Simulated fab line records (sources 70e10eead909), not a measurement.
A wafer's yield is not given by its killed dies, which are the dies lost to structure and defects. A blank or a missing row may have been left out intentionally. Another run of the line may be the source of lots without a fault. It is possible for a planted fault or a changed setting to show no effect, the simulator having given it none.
Which of the tools did it?    flow nand-harc    42 wafers from 15 lots sampled at 5 of the route's 1159 steps

== WHAT THE GAUGES SHOWED, per wafer ==
NHARC_P_BONDPAD_THK_MEAS_33: measures by ellipsometry. Usual: thk-nm 199.5 nm, standard deviation 1.5.
lot   measured      on             thk-nm (nm)        flag
L918  day 6 07:14   film-metro-01  201.3 203.2 202.6  
L919  day 6 07:53   film-metro-02  199.0 198.6 199.1  
L921  day 7 02:06   film-metro-01  197.5 199.2 196.0  
L920  day 7 03:25   film-metro-02  198.7 197.9 200.3  
L923  day 7 16:18   film-metro-02  197.4 199.7 201.2  
L926  day 8 09:59   film-metro-01  200.7 200.5 199.1  
L927  day 8 18:44   film-metro-01  197.8 196.6        
L929  day 9 16:11   film-metro-01  199.4 201.5        
L930  day 9 17:16   film-metro-01  199.7 201.6        
L933  day 10 05:23  film-metro-01  199.4 202.3 199.6  
L934  day 10 17:43  film-metro-01  199.9 196.4 198.3  
L937  day 10 21:13  film-metro-01  200.0 201.7 198.4  
L938  day 11 09:33  film-metro-01  200.1 199.6 200.0  
L940  day 11 16:51  film-metro-02  198.4 198.1 200.8  
L941  day 11 23:31  film-metro-01  200.3 199.8 198.0  

NHARC_A_ONON_D1_THK_MEAS_05: measures by ellipsometry. Usual: thk-nm 1002 nm, standard deviation 11.
lot   measured      on             thk-nm (nm)     flag
L918  day 7 15:38   film-metro-02  998 998 998     
L919  day 7 15:20   film-metro-02  993 996 995     
L921  day 8 08:18   film-metro-01  993 995 993     
L920  day 8 08:19   film-metro-02  995 994 991     
L923  day 8 22:20   film-metro-01  986 987 986     
L926  day 9 14:50   film-metro-02  1003 1005 1004  
L927  day 10 00:26  film-metro-01  1022 1534       OFF
L929  day 10 23:04  film-metro-01  1001 1515       OFF
L930  day 10 22:43  film-metro-02  1510 1510       OFF
L933  day 11 12:31  film-metro-02  996 994 993     
L934  day 12 00:39  film-metro-01  983 986 985     
L937  day 12 00:41  film-metro-01  1010 1010 1009  
L938  day 12 12:40  film-metro-01  1026 1024 1026  
L940  day 12 22:01  film-metro-01  1009 1010 1011  
L941  day 13 05:22  film-metro-02  1000 1000 998   

== EACH LOT AND THE TOOL THAT RAN IT (in order: tool; ch and the chambers of the sampled wafers; start) ==
lot   NHARC_P_M2_PRE_CLEAN_32         NHARC_P_BONDPAD_PRE_CLEAN_26             NHARC_A_ONON_D1_DEP_03
L918  pecvd-03 ch 0,1,2, day 6 06:06  pvd-sputter-01, day 7 15:11 or earlier   pecvd-onon-04 ch 0, day 7 15:11
L919  pecvd-01 ch 0,2, day 6 06:44    pvd-sputter-03, day 7 14:56 or earlier   pecvd-onon-01 ch 0, day 7 14:56
L921  pecvd-03 ch 0,1, day 7 00:58    pvd-sputter-02, day 8 07:47 or earlier   pecvd-onon-03 ch 0, day 8 07:47
L920  pecvd-03 ch 0,1,2, day 7 02:16  pvd-sputter-03, day 8 07:47 or earlier   pecvd-onon-04 ch 0, day 8 07:47
L923  pecvd-01 ch 0,1,2, day 7 15:06  pvd-sputter-01, day 8 21:53 or earlier   pecvd-onon-04 ch 0, day 8 21:53
L926  pecvd-03 ch 0,2, day 8 08:51    pvd-sputter-02, day 9 14:23 or earlier   pecvd-onon-04 ch 0, day 9 14:23
L927  pecvd-04 ch 0,2, day 8 17:35    pvd-sputter-02, day 9 23:56 or earlier   pecvd-onon-03 ch 0, day 9 23:56
L929  pecvd-01 ch 0,1, day 9 14:46    pvd-sputter-02, day 10 22:34 or earlier  pecvd-onon-03 ch 0, day 10 22:34
L930  pecvd-01 ch 1, day 9 15:49      pvd-sputter-01, day 10 22:16 or earlier  pecvd-onon-03 ch 0, day 10 22:16
L933  pecvd-01 ch 0,1, day 10 04:14   pvd-sputter-01, day 11 12:08 or earlier  pecvd-onon-04 ch 0, day 11 12:08
L934  pecvd-03 ch 2, day 10 16:25     pvd-sputter-01, day 12 00:11 or earlier  pecvd-onon-01 ch 0, day 12 00:11
L937  pecvd-03 ch 0,2, day 10 19:55   pvd-sputter-01, day 12 00:10 or earlier  pecvd-onon-04 ch 0, day 12 00:10
L938  pecvd-03 ch 1,2, day 11 08:24   pvd-sputter-01, day 12 12:10 or earlier  pecvd-onon-04 ch 0, day 12 12:10
L940  pecvd-04 ch 0,2, day 11 15:41   pvd-sputter-01, day 12 21:34 or earlier  pecvd-onon-04 ch 0, day 12 21:34
L941  pecvd-01 ch 1,2, day 11 22:22   pvd-sputter-03, day 13 04:51 or earlier  pecvd-onon-04 ch 0, day 13 04:51
- NHARC_P_M2_PRE_CLEAN_32: time 12 s.
- NHARC_P_BONDPAD_PRE_CLEAN_26: time 30 s.
- NHARC_A_ONON_D1_DEP_03: target thk 1000 nm.

== WHAT THE TOOLS THEMSELVES READ (means of the sampled wafers that have a number; where no wafer has one, the mark that the record gives instead) ==
NHARC_P_M2_PRE_CLEAN_32. Usual: heater-power-w 624 W, standard deviation 64.
lot   tool      heater-power-w (W)  flag
L918  pecvd-03  608                 
L919  pecvd-01  608                 
L921  pecvd-03  645                 
L920  pecvd-03  629                 
L923  pecvd-01  623                 
L926  pecvd-03  611                 
L927  pecvd-04  602                 
L929  pecvd-01  660                 
L930  pecvd-01  618                 
L933  pecvd-01  644                 
L934  pecvd-03  694                 
L937  pecvd-03  612                 
L938  pecvd-03  696                 
L940  pecvd-04  689                 
L941  pecvd-01  637                 

NHARC_P_BONDPAD_PRE_CLEAN_26. Usual: heater-power-w 419 W, standard deviation 37.
lot   tool            heater-power-w (W)  flag
L918  pvd-sputter-01  404                 
L919  pvd-sputter-03  370                 
L921  pvd-sputter-02  418                 
L920  pvd-sputter-03  403                 
L923  pvd-sputter-01  481                 
L926  pvd-sputter-02  418                 
L927  pvd-sputter-02  426                 
L929  pvd-sputter-02  397                 
L930  pvd-sputter-01  376                 
L933  pvd-sputter-01  443                 
L934  pvd-sputter-01  389                 
L937  pvd-sputter-01  432                 
L938  pvd-sputter-01  407                 
L940  pvd-sputter-01  411                 
L941  pvd-sputter-03  388                 

== THE ANSWER, worked out from the rows above alone ==
Rule: a lot counts as off when the mean over its wafers that have a number is more than 3 standard deviations away from the usual mean. A lot without any number at a reading at which 4 lots or more have one is off too. All remaining lots with rows at the step are treated as sound. First the gauges in route order, then the tools' own readings, where a lot's mean is used as printed above. The first step at which some lot is off is used, and at that step the reading that is off furthest; a lot without a number counts as furthest.
Off: L927, L929, L930, at NHARC_A_ONON_D1_THK_MEAS_05 (thk-nm).
A tool fits if, at a process step before that reading, it ran every lot that is off, and no sound lot after the first of them. Those tools and the gauges at NHARC_A_ONON_D1_THK_MEAS_05 are tried in the same way. With no start given for some of its lots, NHARC_P_BONDPAD_PRE_CLEAN_26 uses the hours and lot order of NHARC_A_ONON_D1_DEP_03. One candidate fits, namely pecvd-onon-03 at NHARC_A_ONON_D1_DEP_03. A fault onset in the window from L921 (day 8 07:47, its last sound lot) to L927 (day 9 23:56, its first lot off) fits.

== WHAT THE SIMULATOR HAD INSERTED ==
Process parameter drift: pecvd-onon-03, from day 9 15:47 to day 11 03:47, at NHARC_A_ONON_D1_DEP_03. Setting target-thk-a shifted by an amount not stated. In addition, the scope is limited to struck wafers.
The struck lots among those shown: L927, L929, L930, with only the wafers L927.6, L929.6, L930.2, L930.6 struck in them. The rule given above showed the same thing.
